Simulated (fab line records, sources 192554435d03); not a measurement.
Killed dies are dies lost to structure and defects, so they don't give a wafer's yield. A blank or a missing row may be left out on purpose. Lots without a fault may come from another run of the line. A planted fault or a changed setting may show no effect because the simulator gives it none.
One fault seen from 2 desks | flow n5_finfet | each desk has only its own numbers; what lay behind them comes last

THE METROLOGY DESK
What the gauges read, lot by lot, whatever tool the lot ran on: means of the sampled wafers that have a number. A lot is out of limits, marked OUT, if its mean lies more than 4 standard deviations from the usual mean; the brackets give that distance. Of its 13 readings 7 are shown: the one that was out of limits first, and those that lie furthest out on some lot.
Columns: A = thk_nm at N5_ILD0_THK_MEAS_08, usual 138.8 nm; B = SDB_OVL at N5_SDB_OVL_MEAS_12, usual 0.1 nm; C = SDB_THK at N5_SDB_THK_MEAS_31, usual 64.3 nm; D = IOFF_N at N5_BEOL_M4_RC_MEAS_101, usual 0.157 nA/um; E = SS_N at N5_BEOL_M4_RC_MEAS_101, usual 71.3 mV/dec; F = SS_P at N5_BEOL_M4_RC_MEAS_101, usual 73.2 mV/dec; G = VT_N at N5_BEOL_M4_RC_MEAS_101, usual 249 mV
lot  | first seen here | A     | B    | C               | D     | E    | F    | G
L470 | day 4 22:32     | 139.1 | 0.7  | 64.2            | 0.202 | 72.2 | 74.3 | 247
L472 | day 5 06:46     | 138.2 | -0.2 | 64.1            | 0.139 | 70.8 | 73.0 | 252
L479 | day 6 23:24     | 139.6 | -1.2 | 70.3 (+5.0) OUT | -     | -    | -    | -
L480 | day 7 06:32     | 138.9 | 0.6  | 69.1 (+4.0) OUT | -     | -    | -    | -
L481 | day 7 12:10     | 137.9 | 0.0  | 68.9            | -     | -    | -    | -
L482 | day 7 18:44     | 140.5 | 0.5  | 64.7            | 0.140 | 71.3 | 73.5 | 252
L485 | day 8 14:01     | 139.0 | -0.5 | 65.3            | 0.172 | 71.4 | 73.1 | 249
L486 | day 8 18:42     | 138.7 | 1.1  | 63.3            | 0.148 | 71.4 | 73.2 | 250
L487 | day 9 07:09     | 139.1 | -1.6 | 64.6            | 0.194 | 71.4 | 73.7 | 245
L488 | day 9 08:14     | 138.1 | -1.5 | 65.9            | 0.178 | 72.0 | 73.6 | 248
This desk's finding: out of limits on L479, L480; first on L479, day 7 07:13 (SDB_THK at N5_SDB_THK_MEAS_31). In limits: L470, L472, L481, L482, L485, L486, L487, L488.

THE TOOL OWNER'S DESK: cmp-04
The tool's own readings at N5_SDB_CMP_30 (polishes, stops on poly-Si, t overpolish 1.54 s, target thk 30 nm): means of the sampled wafers that have a number, for each lot that ran on this tool. A lot is out of limits, marked OUT, if its mean lies more than 4 standard deviations from the usual mean; the brackets give that distance.
Columns: A = edge_zone_pressure_frac at N5_SDB_CMP_30, usual 0.998; B = head_pressure_psi at N5_SDB_CMP_30, usual 4.149 psi; C = motor_current_A at N5_SDB_CMP_30, usual 12.2 A; D = overpolish_run_s at N5_SDB_CMP_30, usual 1.540 s; E = time_to_endpoint_s at N5_SDB_CMP_30, usual 17.3 s
lot  | first seen here | A     | B     | C    | D     | E
L470 | day 5 06:35     | 1.001 | 4.146 | 12.1 | 1.547 | 17.0
L472 | day 5 14:29     | 0.999 | 4.160 | 12.1 | 1.538 | 19.0
This desk's finding: nothing out of limits on any of the 2 lots.

PUT TOGETHER
The metrology desk could have raised an alarm at day 7 07:13, on L479, L480.
The tool owner's desk saw nothing out of limits.
The tool owner's desk has no number on record for L479, L480.
Of the lots named, all ran N5_SDB_CMP_30 on cmp-04.

WHAT THE SIMULATOR HAD PUT IN
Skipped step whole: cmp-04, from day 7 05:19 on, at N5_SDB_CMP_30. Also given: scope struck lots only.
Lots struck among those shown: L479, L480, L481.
Hours from the fault's start to each desk's first reading out of limits: the metrology desk, 2.
